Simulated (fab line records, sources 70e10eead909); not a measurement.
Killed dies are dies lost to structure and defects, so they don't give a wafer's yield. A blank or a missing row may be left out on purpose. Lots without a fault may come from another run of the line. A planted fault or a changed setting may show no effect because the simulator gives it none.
A struck lot beside a sound one | flow nand_harc | 15 steps out of a route of 1302
Sound: wafers L569.2, L569.3, L569.5. Struck: wafer L575.6. (L575.1, L575.5 of the same lot were not struck and are left out.) The cause comes at the end.
At each step with rows: each side's tool, then ch and its chambers, then its first start. Under that, the readings that differ: sound wafers | struck wafers | difference of the means | sigmas: that difference in standard deviations of wafers without a fault.
alike: readings whose means differ by less than 2 such deviations, and words and numbers that are the same on both sides. not compared: withheld readings, readings that some wafer has no value for, bounds like >300 that may hide the same value, and numbers for which the record gives no deviation and whose values overlap.
The two part at a step that has a row with sigmas, a row that says differs or no value, or rows on one side only. Numbers that don't overlap but have no deviation are shown without sigmas and don't part them. A reading that every wafer of one side lacks parts them only if that side has two wafers or more.

first, 5 steps without rows for these wafers: NHARC_A_CHANNEL_HOLE_D1_SOFTBAKE_05 (time 55 s); NHARC_A_CHANNEL_HOLE_D1_EBR_06; NHARC_A_CHANNEL_HOLE_D1_EXPOSE_07 (exposes mask HOLE D1, target cd 100 nm); NHARC_A_CHANNEL_HOLE_D1_PEB_08 (peb time 65 s); NHARC_A_CHANNEL_HOLE_D1_DEVELOP_09 (develop time 35 s).
NHARC_A_CHANNEL_HOLE_D1_CD_MEAS_10: target cd 100 nm.
  sound on cd_sem-03 ch 0, day 9 07:39; struck on cd_sem-02 ch 0, day 11 23:35
  alike: cd_nm
NHARC_A_CHANNEL_HOLE_D1_OVL_MEAS_11:
  sound on overlay-02, day 9 07:44; struck on overlay-02, day 11 23:41
  alike: overlay_x_nm, overlay_y_nm
NHARC_A_CHANNEL_HOLE_D1_INSPECT_12:
  sound on defect_inspect-01, day 9 07:46; struck on defect_inspect-02, day 11 23:43
  alike: raw_defect_count
NHARC_A_CHANNEL_HOLE_D1_DESCUM_15: chemistry O2, time 3 s.
  sound on rie_diel-13 ch 0,2, day 9 07:50; struck on rie_diel-07 ch 3, day 11 23:46
  alike: drypump_motor_current_A, oes_product_au, rf_vpp_V, showerhead_plenum_p_Torr, throttle_valve_pct
  not compared: rf_hours_counter_h
NHARC_A_CHANNEL_HOLE_D1_ETCH_38: etches the open film in CF4, target depth 39 nm, time 65 s.
  sound on rie_diel-13 ch 0,3, day 9 07:56; struck on rie_diel-07 ch 1, day 11 23:53
  reading                         | sound             | struck | difference | sigmas
  rf_vpp_V (V)                    | 150.2 150.0 150.3 | 152.8  | +2.6       | +2
  showerhead_plenum_p_Torr (Torr) | 1.73 1.67 1.67    | 1.87   | +0.18      | +3
  alike: drypump_motor_current_A, oes_product_au, throttle_valve_pct
  not compared: rf_hours_counter_h
NHARC_A_CHANNEL_HOLE_D1_ETCH_39: etches the open film in N2/H2, target depth 260 nm, time 325 s.
  sound on rie_diel-13 ch 1,2,3; struck on rie_diel-07 ch 2
  reading                     | sound       | struck | difference | sigmas
  drypump_motor_current_A (A) | 5.4 5.9 5.3 | 6.3    | +0.8       | +2
  alike: oes_product_au, rf_vpp_V, showerhead_plenum_p_Torr, throttle_valve_pct
  not compared: rf_hours_counter_h
NHARC_A_CHANNEL_HOLE_D1_ETCH_34: etches the open film in CF4/CHF3, target depth 154 nm, time 77 s.
  sound on rie_diel-13 ch 0,1; struck on rie_diel-07 ch 3
  alike: drypump_motor_current_A, oes_product_au, rf_vpp_V, showerhead_plenum_p_Torr, throttle_valve_pct
  not compared: rf_hours_counter_h
NHARC_A_CHANNEL_HOLE_D1_ETCH_16: etches the open film in O2/COS, target depth 3100 nm, time 806 s.
  sound on rie_diel-13 ch 0,1, day 9 08:50; struck on rie_diel-07 ch 3, day 12 00:18
  reading               | sound             | struck | difference | sigmas
  oes_product_au (a.u.) | 1.004 1.010 1.000 | 0.860  | -0.145     | -17
  alike: drypump_motor_current_A, rf_vpp_V, showerhead_plenum_p_Torr, throttle_valve_pct
  not compared: rf_hours_counter_h
NHARC_A_CHANNEL_HOLE_D1_CD_MEAS_18:
  sound on cd_sem-03, day 9 09:25; struck on cd_sem-03, day 12 00:53
  alike: cd_nm
-- the record jumps here: 17 days lie between the struck wafers' starts before and after (it left off in module A_CHANNEL_HOLE_D1 and takes up again in module END, whose first step shown is number 1302 of the route) --
NHARC_END_SORT_01:
  the record has rows for the struck wafers here (prober-02 ch 0, day 28 14:45) and none for the sound ones

WHERE THEY PART
First at NHARC_A_CHANNEL_HOLE_D1_ETCH_38; last, within this record, at NHARC_END_SORT_01.

WHY: what the simulator had put in
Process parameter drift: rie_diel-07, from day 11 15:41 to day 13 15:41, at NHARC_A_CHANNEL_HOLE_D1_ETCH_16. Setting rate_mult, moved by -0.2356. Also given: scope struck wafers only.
